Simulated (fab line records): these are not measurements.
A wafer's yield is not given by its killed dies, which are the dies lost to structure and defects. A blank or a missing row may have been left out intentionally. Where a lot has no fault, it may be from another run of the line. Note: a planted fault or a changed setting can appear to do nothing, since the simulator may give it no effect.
What tool caused it?	flow nand harc	6 lots, 18 wafers sampled, at 4 steps of a route of 1159

WHAT THE GAUGES SHOWED, per wafer
NHARC_P_M2_THK_MEAS_24: measures by xrf.
lot	measured	on	thk nm (nm)
L355	day 6 22:19	film metro-02	143.3 142.4 144.3
L362	day 8 09:30	film metro-01	407.1 399.1 400.9 404.7 397.3 403.4
L368	day 10 05:09	film metro-02	145.5 142.1 146.0
L372	day 10 18:05	film metro-02	146.2 146.3 144.9
L373	day 11 06:23	film metro-01	143.6 145.2 142.5
L376	day 12 05:06	film metro-01	144.4 141.8 145.5

EACH LOT AND THE TOOL THAT RAN IT (in order: tool; ch and the chambers of the sampled wafers; start)
lot	NHARC_P_M2_DESCUM_14	NHARC_P_M2_PVD_21	NHARC_P_M2_CMP_23
L355	rie diel-07 ch 0,2,3, day 6 19:50	pvd sputter-03, day 6 22:00 or earlier	cmp-04 ch 0,1, day 6 22:00
L362	rie diel-07 ch 0,1,2, day 8 07:04	pvd sputter-03, day 8 09:13 or earlier	cmp-04 ch 1,2,3, day 8 09:13
L368	rie diel-07 ch 0,2, day 10 02:17	pvd sputter-03, day 10 04:52 or earlier	cmp-04 ch 0,1, day 10 04:52
L372	rie diel-01 ch 0,1,3, day 10 15:32	pvd sputter-01, day 10 17:50 or earlier	cmp-04 ch 0,1,3, day 10 17:50
L373	rie diel-11 ch 0,1, day 11 03:34	pvd sputter-02, day 11 06:05 or earlier	cmp-01 ch 0,2, day 11 06:05
L376	rie diel-07 ch 0,2,3, day 12 02:41	pvd sputter-03, day 12 04:47 or earlier	cmp-04 ch 1,2, day 12 04:47
- NHARC_P_M2_DESCUM_14: chemistry O2, time 3 s.
- NHARC_P_M2_PVD_21: deposits Cu, target thk 30 nm, time 20.49 s.
- NHARC_P_M2_CMP_23: polishes, t overpolish 20 s, target thk 144.3 nm.

THE ANSWER, worked out from the rows above alone
Rule: the lots themselves supply what counts as usual. Put in order of their means at a reading, lots are off if they are a third of the lots or fewer, leave a main group of 4 or more, and stand apart from it by a gap of 3 or more times the standard deviation of the main group's means; of several such gaps the widest counts. The tables above print the reading to a certain number of digits; a main group whose means all agree to those digits is not used. Also off: a lot with no number at a reading for which 4 or more lots have one. Any other lot the step has rows for is counted as sound.
Off at NHARC_P_M2_THK_MEAS_24 (thk nm): L362. Mean 144.3 nm and standard deviation 0.86 in the main group.
If a tool, at a process step before that reading, ran all the lots that are off and no sound lot after the first of them, it fits. Gauges at NHARC_P_M2_THK_MEAS_24: tried the same way as those tools. With no start given for some of its lots, NHARC_P_M2_PVD_21 uses the hours and lot order of NHARC_P_M2_CMP_23. None of those tried fits.

WHAT WAS PUT IN BY THE SIMULATOR
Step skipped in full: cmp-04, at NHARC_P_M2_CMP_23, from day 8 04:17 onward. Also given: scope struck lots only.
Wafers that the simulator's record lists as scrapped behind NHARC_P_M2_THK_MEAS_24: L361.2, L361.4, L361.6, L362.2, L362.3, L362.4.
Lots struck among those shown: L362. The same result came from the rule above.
